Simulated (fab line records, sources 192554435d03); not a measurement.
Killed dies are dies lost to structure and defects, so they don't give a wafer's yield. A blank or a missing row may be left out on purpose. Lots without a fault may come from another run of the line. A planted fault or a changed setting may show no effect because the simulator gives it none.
fab line records | flow n5_finfet
record lots=24 wafers=72 last_day=17
route steps=1938 shown ZERO_LAYER@4 PMOS_HMC_CHANNEL_EPI@73 FIN_SAQP@95 FIN_CUT@163
lots that met no fault: from a run of the same line without faults
start_h: hours from the record's first day to the start of the lot's first wafer shown | wait_h: hours since the lot's step before | " the same as in the row above | L1.1+2: a row that stands for several wafers | - no value, or no start given | * or withheld: withheld | < > ~ a bound
route shown NAME@n: a module of which the file shows steps, and the number in the route of the first | usual: mean/standard deviation of fault-free wafers | same: alike in all rows | chamber/n: place in a boat | sites: the reading at each site | _std_site: their standard deviation | _edge_site: outer sites' mean less inner sites' | radius_mm: how far each site lies from the wafer's centre | mask NAME#n: copy n | behind: the tool/chamber that last shaped the wafer | hold: why the lot was held/for how many hours/how that ended | device: the transistor (n, p or np) that didn't switch | end of line: the same wafers' tests at the end of the route | a step without rows: its recipe alone | killed: dies lost to structure and defects at the first sort, not the wafer's yield | map: a wafer's dies, x killed, . not, _ none there
set.NAME: the setting as run; set.NAME@STEP: as run at that earlier step | model.NAME: the simulator's own value behind a step, which no gauge read
steps of the route over a sample of lots; a table a step, a row a wafer
services: from which hour (start_h, from the record's first day; less than 0 if before it) a tool's chamber was out of use, for how many hours, and why
## steps
# step N5_ZERO_LAYER_PECVD_02
# recipe material=SiO2 target_thk_a=100 temp_c=400 precursor=SiH4/N2O pressure_torr=0.75 rf_w=275 time_s=6
# usual heater_power_w=715/81 showerhead_plenum_p_Torr=8.14/0.15
# columns lot.wafer tool chamber start_h wait_h heater_power_w showerhead_plenum_p_Torr
L074.2 pecvd-02 0 12.28 0.0 731 8.05
L074.3 " 2 " " 757 7.94
L074.5 " 1 " " 849 8.41
L075.1 pecvd-03 1 18.28 0.0 584 8.14
L075.3 " 0 " " 646 8.14
L075.5 " 2 " " 775 8.14
L076.1 pecvd-03 0 24.28 0.0 708 8.14
L076.3 " 1 " " 649 8.12
L076.5 " 0 " " 676 8.16
L077.1 pecvd-02 0 30.28 0.0 653 8.04
L077.3 " 2 " " 674 7.91
L077.6 " 1 " " 689 8.45
L078.1 pecvd-02 2 36.28 0.0 687 7.93
L078.3 " 1 " " 790 8.42
L078.6 " 2 " " 684 7.91
L079.1 pecvd-02 2 42.28 0.0 713 7.90
L079.3 " 0 " " 710 8.03
L079.6 " 2 " " 705 7.94
L080.1 pecvd-03 1 48.30 0.0 626 8.16
L080.3 " 0 " " 674 8.16
L080.5 " 1 " " 619 8.13
L081.2 pecvd-02 2 54.31 0.1 682 7.92
L081.3 " 2 " " 734 7.90
L081.5 " 2 " " 713 7.91
L082.1 pecvd-03 1 60.28 0.0 576 8.15
L082.2 " 0 " " 736 8.14
L082.3 " 2 " " 835 8.15
L083.2 pecvd-02 0 66.28 0.0 706 8.04
L083.4 " 2 " " 795 7.92
L083.5 " 1 " " 725 8.43
L084.2 pecvd-04 1 72.30 0.0 675 8.11
L084.3 " 2 " " 734 8.17
L084.5 " 1 " " 690 8.12
L085.3 pecvd-02 1 78.28 0.0 799 8.42
L085.4 " 1 " " 777 8.42
L085.6 " 2 " " 692 7.93
L086.1 pecvd-04 1 84.28 0.0 727 8.11
L086.3 " 2 " " 722 8.16
L086.4 " 1 " " 729 8.12
L087.1 pecvd-04 2 90.30 0.0 658 8.14
L087.3 " 1 " " 757 8.12
L087.6 " 2 " " 646 8.18
L088.1 pecvd-04 2 96.28 0.0 732 8.17
L088.3 " 2 " " 701 8.17
L088.5 " 2 " " 728 8.18
L089.4 pecvd-02 2 102.31 0.1 722 7.93
L089.5 " 0 " " 622 8.05
L089.6 " 1 " " 735 8.43
L090.1 pecvd-02 1 108.28 0.0 822 8.42
L090.2 " 2 " " 805 7.90
L090.5 " 1 " " 852 8.41
L091.2 pecvd-03 2 114.28 0.0 907 8.12
L091.3 " 0 " " 705 8.14
L091.4 " 0 " " 716 8.14
L092.2 pecvd-04 2 120.30 0.0 670 8.16
L092.5 " 2 " " 652 8.17
L092.6 " 1 " " 695 8.12
L093.2 pecvd-03 2 126.28 0.0 876 8.12
L093.4 " 2 " " 918 8.14
L093.5 " 0 " " 686 8.15
L094.1 pecvd-03 0 132.30 0.1 691 8.15
L094.4 " 1 " " 569 8.12
L094.6 " 2 " " 848 8.14
L095.1 pecvd-04 0 138.29 0.0 679 8.27
L095.3 " 1 " " 743 8.12
L095.4 " 2 " " 744 8.18
L096.1 pecvd-04 0 144.28 0.0 715 8.29
L096.3 " 2 " " 665 8.15
L096.4 " 1 " " 733 8.12
L097.2 pecvd-02 2 150.28 0.0 788 7.95
L097.5 " 1 " " 869 8.44
L097.6 " 0 " " 622 8.04
# step N5_PMOS_HMC_CHANNEL_EPI_ETCH_38
# recipe chemistry=CF4 target=SiO2 target_depth_a=15 ion_energy_ev=350 pressure_mtorr=10 icp_w=800 bias_w=400 cf4_flow_sccm=80
# usual chamber_pressure_mTorr=10.000/0.009 drypump_motor_current_A=5.5/0.49 oes_product_au=0.999/0.027 throttle_valve_pct=21.64/0.25
# columns lot.wafer tool chamber start_h wait_h chamber_pressure_mTorr drypump_motor_current_A oes_product_au rf_hours_counter_h throttle_valve_pct
L074.2 rie_si-01 1 18.57 0.0 10.008 5.1 0.974 100 21.60
L074.3 " 3 " " 10.012 6.4 1.029 210 21.87
L074.5 " 1 " " 10.001 5.1 0.973 - 21.62
L075.1 rie_si-01 3 24.08 0.0 10.004 6.5 1.030 210 21.88
L075.3 " 0 " " 10.000 6.1 1.030 6 21.40
L075.5 " 1 " " 10.007 5.1 0.967 - 21.61
L076.1 rie_si-02 0 30.53 0.0 10.001 5.8 0.970 3 22.19
L076.3 " 1 " " 10.002 5.7 1.009 53 21.13
L076.5 " 2 " " 10.010 5.4 1.015 - 21.63
L077.1 rie_si-01 0 35.86 0.0 10.012 6.1 1.038 6 21.39
L077.3 " 1 " " 10.008 5.1 0.982 101 21.62
L077.6 " 2 " " 10.008 4.8 1.028 - 21.79
L078.1 rie_si-04 2 42.10 0.0 10.025 5.1 1.016 127 21.78
L078.3 " 0 " " 10.007 5.8 0.965 5 21.98
L078.6 " 0 " " 9.994 5.8 0.969 - 21.99
L079.1 rie_si-01 1 47.54 0.0 9.993 5.1 0.979 101 21.60
L079.3 " 2 " " 10.009 4.8 1.015 200 21.80
L079.6 " 0 " " 9.994 6.1 1.035 - 21.40
L080.1 rie_si-02 2 53.71 0.0 9.997 5.4 1.007 61 21.61
L080.3 " 0 " " 10.014 5.9 0.974 3 22.20
L080.5 " 0 " " 9.997 5.8 0.959 - 22.19
L081.2 rie_si-04 0 59.86 0.0 10.012 5.8 0.967 5 22.00
L081.3 " 1 " " 9.998 5.8 1.008 58 21.61
L081.5 " 0 " " 9.994 5.8 0.965 - 21.99
L082.1 rie_si-01 2 66.65 0.0 9.990 4.8 1.020 200 21.81
L082.2 " 3 " " 9.999 6.5 0.983 0 21.56
L082.3 " 1 " " 10.003 5.1 0.983 102 21.62
L083.2 rie_si-02 1 72.60 0.0 10.003 5.7 1.007 54 21.11
L083.4 " 2 " " 9.989 5.3 1.007 61 21.63
L083.5 " 2 " " 9.988 5.3 1.008 - 21.62
L084.2 rie_si-01 0 77.98 0.0 9.988 6.1 1.037 7 21.39
L084.3 " 3 " " 10.002 6.5 0.989 0 21.57
L084.5 " 3 " " 9.989 6.5 0.987 - 21.56
L085.3 rie_si-04 3 83.83 0.0 9.992 5.1 0.996 135 21.54
L085.4 " 2 " " 9.999 5.1 1.020 128 21.78
L085.6 " 1 " " 9.993 5.8 0.999 - 21.62
L086.1 rie_si-04 2 90.43 0.0 9.991 5.0 1.014 128 21.77
L086.3 " 3 " " 10.003 5.1 0.982 135 21.53
L086.4 " 0 " " 10.001 5.8 0.963 5 21.99
L087.1 rie_si-02 0 95.72 0.0 9.993 5.8 0.975 4 22.20
L087.3 " 3 " " 10.000 5.5 0.973 8 21.56
L087.6 " 0 " " 10.026 5.9 0.972 - 22.20
L088.1 rie_si-04 0 102.15 0.0 10.010 5.8 0.966 6 22.00
L088.3 " 2 " " 10.018 5.1 1.014 128 21.80
L088.5 " 3 " " 9.993 5.1 0.988 - 21.53
L089.4 rie_si-01 2 108.58 0.0 10.005 4.8 1.066 0 21.62
L089.5 " 2 " " 9.994 4.7 1.068 - 21.63
L089.6 " 1 " " 9.991 5.1 0.987 - 21.62
L090.1 rie_si-02 1 113.97 0.0 10.009 5.7 0.999 55 21.13
L090.2 " 2 " " 9.978 5.3 1.012 62 21.63
L090.5 " 0 " " 9.983 5.8 0.963 - 22.18
L091.2 rie_si-02 3 120.11 0.0 10.013 5.5 0.958 8 21.56
L091.3 " 1 " " 10.003 5.7 1.003 55 21.12
L091.4 " 1 " " 9.997 5.7 0.991 - 21.16
L092.2 rie_si-01 3 125.92 0.0 10.008 6.5 0.993 1 21.58
L092.5 " 2 " " 10.003 4.8 1.055 - 21.65
L092.6 " 1 " " 9.992 5.1 0.976 - 21.61
L093.2 rie_si-01 2 131.88 0.0 9.996 4.7 1.061 1 21.64
L093.4 " 0 " " 10.011 6.1 1.034 8 21.41
L093.5 " 0 " " 10.002 6.1 1.022 - 21.39
L094.1 rie_si-04 0 138.19 0.0 9.996 5.8 0.967 6 21.98
L094.4 " 3 " " 10.002 5.1 0.995 136 21.55
L094.6 " 1 " " 10.003 5.8 1.002 - 21.61
L095.1 rie_si-01 0 143.95 0.0 9.985 6.1 1.024 9 21.40
L095.3 " 2 " " 10.013 4.7 1.060 1 21.63
L095.4 " 3 " " 10.007 6.4 0.997 2 21.57
L096.1 rie_si-04 3 150.21 0.0 9.989 5.1 0.985 136 21.54
L096.3 " 1 " " 9.994 5.8 1.002 60 21.61
L096.4 " 1 " " 9.997 5.8 0.994 - 21.63
L097.2 rie_si-04 0 155.43 0.0 10.001 5.8 0.965 6 21.99
L097.5 " 2 " " 10.002 5.1 1.005 - 21.79
L097.6 " 3 " " 10.000 5.1 0.975 - 21.54
# step N5_FIN_SAQP_DENSIFY_62
# recipe temp_c=700 time_s=60 ambient=N2 idle_temp_c=600 ramp_up_c_per_s=150 ramp_down_c_per_s=60 cool_to_c=600
# usual lamp_power_pct=9.85/0.055 lamp_zone_5_pct=9.845/0.0098 wafer_temp_C_max=703.3/0.67
# columns lot.wafer tool chamber start_h wait_h lamp_power_pct lamp_zone_5_pct wafer_temp_C_max
L074.2 rtp_anneal-01 0 21.53 0.1 9.88 9.852 704.9
L074.3 " 0 " " 9.86 9.852 703.7
L074.5 " 0 " " 9.90 9.848 702.8
L075.1 rtp_anneal-02 0 27.09 0.1 9.76 9.831 703.0
L075.3 " 0 " " 9.92 9.851 704.8
L075.5 " 0 " " 9.82 9.836 703.3
L076.1 rtp_anneal-01 0 33.36 0.2 9.85 9.840 703.6
L076.3 " 0 " " 9.87 9.849 703.9
L076.5 " 0 " " 9.87 9.834 702.7
L077.1 rtp_anneal-02 0 38.66 0.1 9.96 9.846 702.5
L077.3 " 0 " " 9.90 9.856 702.6
L077.6 " 0 " " 9.78 9.851 703.3
L078.1 rtp_anneal-02 0 44.83 0.1 9.81 9.825 702.5
L078.3 " 0 " " 9.78 9.831 703.6
L078.6 " 0 " " 9.93 9.840 702.9
L079.1 rtp_anneal-02 0 50.26 0.2 9.83 9.846 702.7
L079.3 " 0 " " 9.86 9.859 703.0
L079.6 " 0 " " 9.87 9.837 703.3
L080.1 rtp_anneal-02 0 56.34 0.1 9.78 9.847 702.8
L080.3 " 0 " " 9.88 9.833 703.1
L080.5 " 0 " " 9.82 9.838 703.2
L081.2 rtp_anneal-02 0 62.61 0.2 9.77 9.844 702.3
L081.3 " 0 " " 9.93 9.846 702.5
L081.5 " 0 " " 9.95 9.848 704.0
L082.1 rtp_anneal-01 0 69.28 0.1 9.82 9.846 702.7
L082.2 " 0 " " 9.88 9.863 703.7
L082.3 " 0 " " 9.77 9.843 703.4
L083.2 rtp_anneal-02 0 75.33 0.2 9.94 9.854 702.9
L083.4 " 0 " " 9.80 9.867 702.1
L083.5 " 0 " " 9.69 9.841 702.4
L084.2 rtp_anneal-02 0 80.76 0.1 9.83 9.857 702.9
L084.3 " 0 " " 9.86 9.850 703.5
L084.5 " 0 " " 9.88 9.863 702.8
L085.3 rtp_anneal-02 0 87.88 0.2 9.87 9.862 702.5
L085.4 " 0 " " 9.94 9.860 703.5
L085.6 " 0 " " 9.82 9.831 705.7
L086.1 rtp_anneal-02 0 93.07 0.1 9.81 9.843 702.9
L086.3 " 0 " " 9.85 9.844 703.5
L086.4 " 0 " " 9.95 9.851 703.8
L087.1 rtp_anneal-02 0 98.39 0.2 9.94 9.858 703.2
L087.3 " 0 " " 9.80 9.839 703.4
L087.6 " 0 " " 9.86 9.846 703.3
L088.1 rtp_anneal-01 0 104.80 0.1 9.87 9.858 703.5
L088.3 " 0 " " 9.92 9.835 704.0
L088.5 " 0 " " 9.83 9.830 703.1
L089.4 rtp_anneal-01 0 111.36 0.3 9.79 9.848 704.4
L089.5 " 0 " " 9.86 9.836 703.7
L089.6 " 0 " " 9.85 9.856 703.2
L090.1 rtp_anneal-02 0 116.86 0.4 9.96 9.856 703.8
L090.2 " 0 " " 9.82 9.852 702.8
L090.5 " 0 " " 9.84 9.855 703.0
L091.2 rtp_anneal-01 0 122.89 0.1 9.92 9.847 703.2
L091.3 " 0 " " 9.87 9.825 702.3
L091.4 " 0 " " 9.87 9.833 703.2
L092.2 rtp_anneal-02 0 128.74 0.1 9.83 9.847 702.8
L092.5 " 0 " " 9.85 9.849 704.0
L092.6 " 0 " " 9.91 9.838 702.7
L093.2 rtp_anneal-01 0 134.61 0.2 9.78 9.836 703.2
L093.4 " 0 " " 9.86 9.840 704.7
L093.5 " 0 " " 9.81 9.847 702.7
L094.1 rtp_anneal-02 0 141.63 0.1 9.91 9.852 703.2
L094.4 " 0 " " 9.87 9.829 702.8
L094.6 " 0 " " 9.83 9.855 703.4
L095.1 rtp_anneal-01 0 146.98 0.1 9.85 9.839 702.7
L095.3 " 0 " " 9.78 9.879 703.0
L095.4 " 0 " " 9.88 9.857 703.2
L096.1 rtp_anneal-02 0 153.71 0.1 9.80 9.851 703.0
L096.3 " 0 " " 9.86 9.846 703.1
L096.4 " 0 " " 9.88 9.856 705.4
L097.2 rtp_anneal-02 0 159.65 0.1 9.85 9.825 703.4
L097.5 " 0 " " 9.93 9.841 702.7
L097.6 " 0 " " 9.88 9.847 702.9
# step N5_FIN_SAQP_MANDREL1_REMOVE_56
# recipe chemistry=HBr/Cl2/O2 bt_time_s=10 target=a-Si stop_on=SiNx endpoint=OES-SiCl over_etch_frac=1 icp_w=600 bias_w=22 HBr_flow_sccm=150 Cl2_flow_sccm=80 O2_flow_sccm=5 pressure_mtorr=10
# usual chamber_pressure_mTorr=10.001/0.0079 drypump_motor_current_A=5.6/0.35 oes_product_au=0.996/0.017 throttle_valve_pct=36.7/0.38
# columns lot.wafer tool chamber start_h wait_h chamber_pressure_mTorr drypump_motor_current_A oes_product_au rf_hours_counter_h throttle_valve_pct
L074.2 rie_si-06 2 24.85 0.1 9.995 5.5 0.992 113 35.9
L074.3 " 1 " " 10.001 5.8 1.027 2 36.7
L074.5 " 0 " " 9.998 6.0 1.009 - 37.0
L075.1 rie_si-03 2 29.99 0.1 9.997 5.8 1.003 18 36.7
L075.3 " 1 " " 10.008 6.0 1.002 114 36.9
L075.5 " 3 " " 9.988 5.3 0.969 - 36.4
L076.1 rie_si-06 3 36.99 0.1 10.008 4.8 1.003 5 36.9
L076.3 " 0 " " 9.995 6.0 1.000 18 37.0
L076.5 " 0 " " 9.990 6.0 1.000 - 37.0
L077.1 rie_si-03 2 42.39 0.1 10.002 5.8 1.014 18 36.7
L077.3 " 3 " " 9.995 5.2 0.977 57 36.4
L077.6 " 3 " " 9.999 5.3 0.977 - 36.4
L078.1 rie_si-03 0 47.89 0.1 9.991 5.3 0.983 187 37.2
L078.3 " 1 " " 10.007 6.0 0.985 114 36.9
L078.6 " 0 " " 9.986 5.3 0.992 - 37.2
L079.1 rie_si-03 0 53.29 0.1 10.006 5.3 0.980 187 37.2
L079.3 " 2 " " 10.007 5.7 0.999 18 36.7
L079.6 " 0 " " 10.019 5.3 0.986 - 37.2
L080.1 rie_si-03 2 59.95 0.1 9.995 5.7 1.001 18 36.7
L080.3 " 1 " " 9.990 6.0 0.991 114 36.8
L080.5 " 0 " " 10.007 5.3 0.983 - 37.2
L081.2 rie_si-03 2 66.04 0.1 10.003 5.8 1.003 18 36.7
L081.3 " 1 " " 9.996 6.0 0.979 114 36.8
L081.5 " 3 " " 9.999 5.2 0.987 - 36.4
L082.1 rie_si-05 1 73.98 0.1 10.007 5.6 0.986 82 37.2
L082.2 " 3 " " 10.008 5.4 0.971 106 36.5
L082.3 " 2 " " 9.996 5.6 1.005 146 36.0
L083.2 rie_si-06 3 78.57 0.1 10.002 4.9 1.010 6 36.9
L083.4 " 1 " " 10.003 5.8 1.019 4 36.7
L083.5 " 0 " " 10.002 6.0 0.987 - 37.0
L084.2 rie_si-05 2 83.87 0.1 10.009 5.6 1.004 146 36.0
L084.3 " 1 " " 10.000 5.6 0.993 82 37.2
L084.5 " 0 " " 10.002 6.0 1.018 - 37.1
L085.3 rie_si-05 3 91.81 0.1 9.998 5.3 0.961 106 36.5
L085.4 " 2 " " 9.992 5.6 1.021 - 36.0
L085.6 " 1 " " 10.014 5.5 0.984 - 37.2
L086.1 rie_si-03 0 96.50 0.1 10.003 5.3 0.999 188 37.2
L086.3 " 3 " " 9.998 5.2 0.969 58 36.4
L086.4 " 2 " " 10.000 5.8 0.986 19 36.7
L087.1 rie_si-05 2 101.50 0.1 10.002 5.6 0.999 146 36.1
L087.3 " 1 " " 9.999 5.5 0.984 82 37.2
L087.6 " 0 " " 9.987 5.9 1.003 - 37.1
L088.1 rie_si-05 3 108.35 0.1 9.996 5.4 0.959 107 36.5
L088.3 " 0 " " 9.991 5.9 1.009 89 37.1
L088.5 " 2 " " 9.996 5.6 1.004 - 36.0
L089.4 rie_si-06 2 114.61 0.1 10.006 5.5 0.994 115 36.0
L089.5 " 0 " " 9.993 6.0 1.006 - 37.0
L089.6 " 1 " " 9.993 5.8 1.025 - 36.7
L090.1 rie_si-05 2 119.91 0.1 10.004 5.6 0.999 146 36.0
L090.2 " 1 " " 9.974 5.5 0.979 83 37.2
L090.5 " 1 " " 10.005 5.6 0.976 - 37.2
L091.2 rie_si-06 2 125.90 0.1 9.991 5.5 0.986 115 35.9
L091.3 " 3 " " 9.984 4.9 1.013 7 36.9
L091.4 " 0 " " 10.015 6.0 1.000 20 37.0
L092.2 rie_si-06 1 132.39 0.1 10.001 5.8 1.022 5 36.7
L092.5 " 0 " " 10.019 6.0 1.012 - 37.0
L092.6 " 3 " " 9.997 4.9 1.017 - 36.9
L093.2 rie_si-06 1 137.93 0.1 10.009 5.8 1.025 5 36.7
L093.4 " 2 " " 10.014 5.5 0.989 115 36.0
L093.5 " 0 " " 10.001 6.0 1.002 - 37.0
L094.1 rie_si-06 2 144.70 0.1 10.008 5.5 0.991 115 36.0
L094.4 " 1 " " 10.007 5.8 1.019 5 36.7
L094.6 " 0 " " 9.992 6.0 1.008 - 37.0
L095.1 rie_si-06 1 149.96 0.1 10.012 5.8 1.023 5 36.7
L095.3 " 2 " " 10.006 5.5 0.998 115 36.0
L095.4 " 0 " " 9.995 6.0 1.014 20 37.0
L096.1 rie_si-03 3 156.99 0.1 10.003 5.2 0.976 59 36.4
L096.3 " 1 " " 9.991 6.0 1.000 116 36.9
L096.4 " 2 " " 9.994 5.8 0.988 20 36.7
L097.2 rie_si-03 0 162.94 0.1 9.995 5.3 0.980 189 37.2
L097.5 " 3 " " 9.998 5.2 0.982 - 36.4
L097.6 " 2 " " 9.989 5.8 0.992 - 36.7
# step N5_FIN_SAQP_ETCH_67
# recipe chemistry=CH3F/O2 target=SiNx target_depth_a=300 mask_material=SOC pressure_mtorr=30 source_w=395 bias_w=73 Ar_flow_sccm=150 CH3F_flow_sccm=30 O2_flow_sccm=20 ion_energy_ev=120
# usual chamber_pressure_mTorr=29.998/0.025 drypump_motor_current_A=5.7/0.6 oes_product_au=0.76/0.071 rf_vpp_V=301/7.4 showerhead_plenum_p_Torr=2.00/0.075 throttle_valve_pct=16.5/0.3
# columns lot.wafer tool chamber start_h wait_h chamber_pressure_mTorr drypump_motor_current_A oes_product_au rf_hours_counter_h rf_vpp_V showerhead_plenum_p_Torr throttle_valve_pct
L074.2 rie_diel-04 2 25.80 0.0 29.996 5.7 0.71 201 308 1.96 16.4
L074.3 " 0 " " 30.031 6.7 0.78 130 311 2.09 16.3
L074.5 " 3 " " 30.008 6.2 0.84 - 305 1.96 16.6
L075.1 rie_diel-05 2 30.89 0.0 30.011 5.3 0.67 249 297 2.02 16.2
L075.3 " 1 " " 29.979 5.3 0.71 196 299 1.89 16.6
L075.5 " 0 " " 29.972 4.8 0.73 - 301 1.92 16.6
L076.1 rie_diel-06 1 38.15 0.0 30.017 4.8 0.74 160 288 1.98 16.4
L076.3 " 2 " " 30.019 5.1 0.85 37 308 2.15 16.1
L076.5 " 2 " " 29.980 5.1 0.85 - 306 2.15 16.1
L077.1 rie_diel-04 3 43.28 0.0 29.994 6.2 0.82 75 304 1.96 16.6
L077.3 " 1 " " 30.016 5.9 0.74 186 292 2.08 16.9
L077.6 " 0 " " 29.969 6.7 0.78 - 312 2.09 16.3
L078.1 rie_diel-04 0 48.83 0.0 30.004 6.7 0.79 139 312 2.09 16.3
L078.3 " 1 " " 29.951 5.9 0.74 188 292 2.08 16.9
L078.6 " 1 " " 29.993 5.9 0.75 - 292 2.08 17.0
L079.1 rie_diel-05 2 54.29 0.0 29.989 5.3 0.99 0 297 2.02 15.8
L079.3 " 1 " " 30.000 5.3 0.71 206 297 1.89 16.7
L079.6 " 0 " " 29.987 4.8 0.71 - 301 1.92 16.6
L080.1 rie_diel-06 1 60.84 0.0 30.055 4.8 0.72 169 289 1.98 16.4
L080.3 " 2 " " 29.992 5.1 0.82 46 306 2.15 16.1
L080.5 " 1 " " 29.993 4.8 0.73 - 290 1.98 16.4
L081.2 rie_diel-06 0 67.27 0.0 30.010 6.2 0.72 205 291 1.97 16.7
L081.3 " 2 " " 29.978 5.1 0.83 48 307 2.15 16.1
L081.5 " 0 " " 29.974 6.3 0.71 - 291 1.97 16.7
L082.1 rie_diel-05 1 74.91 0.0 30.041 5.3 0.70 214 298 1.88 16.7
L082.2 " 0 " " 30.043 4.8 0.72 203 301 1.92 16.6
L082.3 " 3 " " 30.004 6.3 0.72 229 307 2.05 16.5
L083.2 rie_diel-04 0 79.71 0.0 29.977 6.6 0.77 150 312 2.08 16.3
L083.4 " 2 " " 29.955 5.7 0.69 220 307 1.95 16.5
L083.5 " 3 " " 30.001 6.2 0.81 - 304 1.96 16.6
L084.2 rie_diel-05 3 84.77 0.0 30.021 6.3 0.71 232 309 2.05 16.5
L084.3 " 1 " " 29.949 5.3 0.71 218 299 1.88 16.7
L084.5 " 1 " " 30.016 5.3 0.69 - 298 1.88 16.7
L085.3 rie_diel-06 2 92.70 0.0 29.998 5.1 0.82 56 308 2.14 16.1
L085.4 " 3 " " 29.991 5.9 0.84 63 310 2.02 16.2
L085.6 " 3 " " 29.984 5.9 0.84 - 310 2.02 16.2
L086.1 rie_diel-04 2 97.38 0.0 30.005 5.7 0.69 227 308 1.95 16.5
L086.3 " 3 " " 30.016 6.2 0.79 94 303 1.95 16.6
L086.4 " 0 " " 29.981 6.7 0.76 156 311 2.08 16.3
L087.1 rie_diel-04 2 102.39 0.0 29.991 5.7 0.69 228 308 1.95 16.5
L087.3 " 1 " " 30.017 5.9 0.72 207 292 2.07 17.0
L087.6 " 1 " " 30.012 5.9 0.72 - 291 2.07 17.0
L088.1 rie_diel-06 3 109.34 0.0 30.017 5.8 0.83 68 310 2.02 16.2
L088.3 " 2 " " 29.979 5.1 0.82 61 308 2.14 16.1
L088.5 " 0 " " 29.982 6.2 0.71 - 290 1.96 16.7
L089.4 rie_diel-06 0 115.81 0.0 30.026 6.2 0.71 222 290 1.96 16.7
L089.5 " 0 " " 30.010 6.2 0.70 - 293 1.96 16.7
L089.6 " 3 " " 29.990 5.9 0.83 - 310 2.02 16.3
L090.1 rie_diel-04 3 121.18 0.0 29.982 6.2 0.79 102 305 1.95 16.7
L090.2 " 1 " " 29.953 5.8 0.72 214 292 2.07 17.0
L090.5 " 2 " " 29.979 5.6 0.67 - 307 1.95 16.5
L091.2 rie_diel-05 1 127.05 0.0 30.034 5.3 0.68 232 297 1.88 16.7
L091.3 " 3 " " 30.012 6.3 0.70 248 306 2.04 16.6
L091.4 " 0 " " 30.001 4.8 0.70 221 300 1.91 16.7
L092.2 rie_diel-05 2 133.64 0.0 29.984 5.3 0.89 29 294 2.01 15.8
L092.5 " 0 " " 29.989 4.8 0.69 - 301 1.91 16.7
L092.6 " 2 " " 30.047 5.3 0.88 - 295 2.01 15.8
L093.2 rie_diel-05 2 139.32 0.0 29.981 5.3 0.89 32 296 2.01 15.8
L093.4 " 2 " " 30.003 5.3 0.88 - 297 2.01 15.8
L093.5 " 1 " " 30.005 5.3 0.68 - 298 1.87 16.7
L094.1 rie_diel-04 0 145.67 0.0 30.041 6.7 0.75 170 311 2.08 16.4
L094.4 " 1 " " 29.986 5.9 0.70 223 290 2.07 17.0
L094.6 " 2 " " 30.004 5.7 0.67 - 305 1.94 16.5
L095.1 rie_diel-04 3 150.85 0.0 29.948 6.2 0.78 113 305 1.95 16.7
L095.3 " 2 " " 29.963 5.7 0.67 248 307 1.94 16.5
L095.4 " 0 " " 30.020 6.7 0.75 172 310 2.07 16.4
L096.1 rie_diel-05 2 158.30 0.0 30.017 5.3 0.87 40 296 2.01 15.8
L096.3 " 3 " " 29.995 6.3 0.98 2 306 2.04 16.1
L096.4 " 1 " " 30.012 5.3 0.68 246 299 1.87 16.7
L097.2 rie_diel-04 3 163.90 0.0 29.957 6.2 0.78 117 304 1.95 16.7
L097.5 " 3 " " 30.033 6.2 0.78 - 304 1.95 16.7
L097.6 " 0 " " 29.989 6.7 0.75 - 312 2.07 16.4
# step N5_FIN_CUT_CD_MEAS_08
# recipe target_cd_nm=29.1 landing_energy_ev=500 detector=se_inlens polarity=opening
# usual cd_nm=29.07/0.26
# columns lot.wafer tool chamber start_h wait_h cd_nm
L074.2 cd_sem-02 0 27.59 - 28.80
L074.3 " 0 " " 29.26
L074.5 " 0 " " 29.05
L075.1 cd_sem-02 0 33.59 - 29.16
L075.3 " 0 " " 28.95
L075.5 " 0 " " 28.96
L076.1 cd_sem-03 0 40.04 - 29.36
L076.3 " 0 " " 29.15
L076.5 " 0 " " 29.06
L077.1 cd_sem-02 0 45.07 - 28.73
L077.3 " 0 " " 29.15
L077.6 " 0 " " 29.53
L078.1 cd_sem-03 0 50.62 - 29.32
L078.3 " 0 " " 29.02
L078.6 " 0 " " 28.97
L079.1 cd_sem-01 0 56.35 - 28.41
L079.3 " 0 " " 29.07
L079.6 " 0 " " 29.20
L080.1 cd_sem-02 0 62.74 - 28.96
L080.3 " 0 " " 28.63
L080.5 " 0 " " 28.67
L081.2 cd_sem-02 0 69.22 - 29.17
L081.3 " 0 " " 29.29
L081.5 " 0 " " 28.92
L082.1 cd_sem-03 0 77.70 - 29.15
L082.2 " 0 " " 28.64
L082.3 " 0 " " 29.04
L083.2 cd_sem-02 0 81.36 - 29.42
L083.4 " 0 " " 29.46
L083.5 " 0 " " 29.11
L084.2 cd_sem-01 0 86.58 - 29.01
L084.3 " 0 " " 29.13
L084.5 " 0 " " 28.91
L085.3 cd_sem-02 0 94.55 - 29.07
L085.4 " 0 " " 29.23
L085.6 " 0 " " 28.99
L086.1 cd_sem-03 0 99.07 - 29.26
L086.3 " 0 " " 29.09
L086.4 " 0 " " 29.11
L087.1 cd_sem-01 0 104.52 - 28.77
L087.3 " 0 " " 29.38
L087.6 " 0 " " 29.19
L088.1 cd_sem-01 0 111.12 - 29.21
L088.3 " 0 " " 28.89
L088.5 " 0 " " 28.99
L089.4 cd_sem-02 0 117.48 - 29.37
L089.5 " 0 " " 28.65
L089.6 " 0 " " 29.00
L090.1 cd_sem-03 0 122.92 - 28.43
L090.2 " 0 " " 28.87
L090.5 " 0 " " 29.17
L091.2 cd_sem-02 0 129.87 - 29.29
L091.3 " 0 " " 29.06
L091.4 " 0 " " 29.86
L092.2 cd_sem-03 0 135.51 - 29.10
L092.5 " 0 " " 29.44
L092.6 " 0 " " 28.97
L093.2 cd_sem-02 0 141.73 - 28.97
L093.4 " 0 " " 29.34
L093.5 " 0 " " 29.23
L094.1 cd_sem-01 0 147.64 - 29.03
L094.4 " 0 " " 29.27
L094.6 " 0 " " 28.83
L095.1 cd_sem-03 0 152.72 - 29.12
L095.3 " 0 " " 29.08
L095.4 " 0 " " 29.24
L096.1 cd_sem-03 0 161.12 - 28.96
L096.3 " 0 " " 29.14
L096.4 " 0 " " 28.91
L097.2 cd_sem-02 0 165.94 - 29.06
L097.5 " 0 " " 29.25
L097.6 " 0 " " 29.30
## services
# columns tool chamber start_h hours kind
rie_si-05 2 -6.17 11.8 repair
rie_diel-06 - 5.10 1.6 repair
rie_si-05 2 10.97 10.2 repair
rie_si-03 - 11.40 1.4 repair
rie_si-02 - 12.97 0.1 repair
rtp_anneal-02 - 27.81 7.0 pm
rie_si-06 - 42.80 2.8 pm
pecvd-02 0 48.66 4.3 repair
rie_si-03 1 51.92 2.9 repair
pecvd-02 1 53.24 4.3 repair
rie_diel-05 - 61.60 0.2 repair
rie_si-05 - 64.11 0.3 repair
rie_si-05 - 69.10 0.4 repair
pecvd-03 - 80.90 2.8 pm
rie_si-05 0 88.62 8.0 repair
rie_si-03 2 99.67 9.3 repair
rie_si-06 2 119.28 4.6 repair
rie_si-01 1 129.08 2.1 repair
pecvd-02 - 137.52 0.7 repair
rie_diel-04 0 138.65 5.3 repair
pecvd-03 - 138.88 0.5 repair
rie_si-01 - 144.24 2.8 pm
rie_si-04 0 145.61 4.8 repair
rie_si-06 3 157.78 6.6 repair
## key
fault none
